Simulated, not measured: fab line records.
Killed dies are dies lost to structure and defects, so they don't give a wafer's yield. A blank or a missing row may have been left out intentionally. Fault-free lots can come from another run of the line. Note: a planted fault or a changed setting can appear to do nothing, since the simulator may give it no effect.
Chamber matching / flow nandHarc / NHARC_A_CHANNEL_FILL_D1_ALD_16 on aldHk-04: 4 sister chambers
The step deposits SiO2, target thk 1.5 nm, pulse time 10 s, ald cycles 15. 16 wafers are shown with their chamber, then 8 later ones without.

## EACH WAFER AND ITS CHAMBER
wafer=L078.3; chamber=2; heaterPowerW (W)=478; precursorPulseHeightRel=0.984
wafer=L078.4; chamber=0; heaterPowerW (W)=482; precursorPulseHeightRel=1.027
wafer=L078.5; chamber=0; heaterPowerW (W)=477; precursorPulseHeightRel=1.006
wafer=L081.2; chamber=1; heaterPowerW (W)=443; precursorPulseHeightRel=1.037
wafer=L081.3; chamber=2; heaterPowerW (W)=474; precursorPulseHeightRel=0.977
wafer=L081.6; chamber=0; heaterPowerW (W)=469; precursorPulseHeightRel=0.999
wafer=L080.3; chamber=3; heaterPowerW (W)=492; precursorPulseHeightRel=1.032
wafer=L080.4; chamber=1; heaterPowerW (W)=464; precursorPulseHeightRel=0.981
wafer=L080.5; chamber=0; heaterPowerW (W)=476; precursorPulseHeightRel=0.995
wafer=L079.1; chamber=1; heaterPowerW (W)=446; precursorPulseHeightRel=1.020
wafer=L079.5; chamber=2; heaterPowerW (W)=489; precursorPulseHeightRel=0.977
wafer=L079.6; chamber=3; heaterPowerW (W)=490; precursorPulseHeightRel=0.982
wafer=L086.2; chamber=3; heaterPowerW (W)=484; precursorPulseHeightRel=1.000
wafer=L086.4; chamber=1; heaterPowerW (W)=449; precursorPulseHeightRel=1.007
wafer=L086.6; chamber=2; heaterPowerW (W)=464; precursorPulseHeightRel=0.972
wafer=L087.2; chamber=2; heaterPowerW (W)=465; precursorPulseHeightRel=1.009

SIGNATURES (means of the wafers above)
reading=heaterPowerW; chamber 0=476.00; chamber 1=450.50; chamber 2=474.00; chamber 3=488.67; scatter within a chamber=8.18
reading=precursorPulseHeightRel; chamber 0=1.00675; chamber 1=1.01125; chamber 2=0.98380; chamber 3=1.00467; scatter within a chamber=0.0192
Rule: distance of a wafer from a chamber = root of the sum over the readings of ((wafer's reading minus chamber's mean) / reading's scatter) squared. The wafer belongs to the nearest chamber; if the next one is less than 2 further off, it can't be placed. The scatter is the square root of a quotient: the sum, over the shown wafers, of each reading's squared deviation from its chamber's mean, divided by wafers minus chambers.

## WAFERS WITHOUT THEIR CHAMBER
wafer=L087.5; heaterPowerW (W)=469; precursorPulseHeightRel=1.014
wafer=L087.6; heaterPowerW (W)=490; precursorPulseHeightRel=0.979
wafer=L093.1; heaterPowerW (W)=439; precursorPulseHeightRel=1.032
wafer=L093.2; heaterPowerW (W)=484; precursorPulseHeightRel=0.984
wafer=L093.6; heaterPowerW (W)=468; precursorPulseHeightRel=1.008
wafer=L094.1; heaterPowerW (W)=461; precursorPulseHeightRel=0.999
wafer=L094.5; heaterPowerW (W)=470; precursorPulseHeightRel=0.994
wafer=L094.6; heaterPowerW (W)=473; precursorPulseHeightRel=0.992

## CHAMBER TAKEN BY EACH
wafer=L087.5; from the rows above=can't be placed: 0 or 2 or 1 or 3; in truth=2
wafer=L087.6; from the rows above=can't be placed: 3 or 2 or 0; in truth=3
wafer=L093.1; from the rows above=1; in truth=1
wafer=L093.2; from the rows above=can't be placed: 3 or 2 or 0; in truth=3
wafer=L093.6; from the rows above=can't be placed: 0 or 2 or 1 or 3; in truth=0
wafer=L094.1; from the rows above=can't be placed: 1 or 2 or 0 or 3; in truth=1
wafer=L094.5; from the rows above=can't be placed: 2 or 0 or 3 or 1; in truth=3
wafer=L094.6; from the rows above=can't be placed: 2 or 0 or 3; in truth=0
Correct placement for 1 of the 8. Not placeable from these rows: 7 (in 7, the candidates include the true chamber). Placed wrongly: 0.
